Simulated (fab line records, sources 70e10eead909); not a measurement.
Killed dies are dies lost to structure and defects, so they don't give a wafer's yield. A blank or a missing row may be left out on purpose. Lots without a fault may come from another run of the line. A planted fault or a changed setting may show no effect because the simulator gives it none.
Which tool did it? | flow nand_harc | 6 lots, 18 wafers sampled, at 2 steps of a route of 1159

WHAT THE GAUGES READ, wafer by wafer
NHARC_P_GATE_INSPECT_28.
lot  | measured     | on                | raw_defect_count
L182 | day 5 05:23  | defect_inspect-02 | 4 5 5
L187 | day 6 13:02  | defect_inspect-01 | 5 11 8
L191 | day 7 20:58  | defect_inspect-01 | 1203 1314 1244 1193 1315 1227
L194 | day 7 20:39  | defect_inspect-02 | 1359 1256 1300 1353 1247 1292
L200 | day 9 19:43  | defect_inspect-02 | 5 8 2
L202 | day 10 11:13 | defect_inspect-01 | 3 9 3

WHICH TOOL RAN EACH LOT (tool, then ch and the chambers of the sampled wafers, then the start)
lot  | NHARC_P_GATE_OXIDE_16
L182 | furnace-03 ch 0, day 4 18:02
L187 | furnace-04 ch 0, day 6 02:08
L191 | furnace-06 ch 0, day 7 10:25
L194 | furnace-06 ch 0, day 7 10:25
L200 | furnace-03 ch 0, day 9 08:11
L202 | furnace-04 ch 0, day 10 00:15
- NHARC_P_GATE_OXIDE_16: material SiO2, target thk 3 nm, ox time 392 s.

THE ANSWER, worked out from the rows above alone
Rule: what is usual is taken from the lots themselves. Put in order of their means at a reading, lots are off if they are a third of the lots or fewer, leave a main group of 4 or more, and stand apart from it by a gap of 3 or more times the standard deviation of the main group's means; of several such gaps the widest counts. A main group whose means are all the same, to the digits that the tables above print for the reading, isn't used. A lot without any number at a reading at which 4 lots or more have one is off too. The other lots that the step has rows for count as sound.
Off: L191, L194, at NHARC_P_GATE_INSPECT_28 (raw_defect_count). The main group: mean 5.7, standard deviation 1.4.
A tool fits if, at a process step before that reading, it ran every lot that is off, and no sound lot after the first of them. The gauges at NHARC_P_GATE_INSPECT_28 are tried like those tools. One fits: furnace-06 at NHARC_P_GATE_OXIDE_16. It ran no sound lot before its first lot that is off in this sample, so the start can't be narrowed down.

WHAT THE SIMULATOR HAD PUT IN
Chamber particle source: furnace-06, from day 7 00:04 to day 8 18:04, at NHARC_P_GATE_OXIDE_16. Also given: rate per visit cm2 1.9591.
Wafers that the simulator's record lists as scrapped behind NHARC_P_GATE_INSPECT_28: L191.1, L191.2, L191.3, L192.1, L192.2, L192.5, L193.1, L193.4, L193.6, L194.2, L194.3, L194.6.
Lots struck among those shown: L194, L191. The rule above found the same.
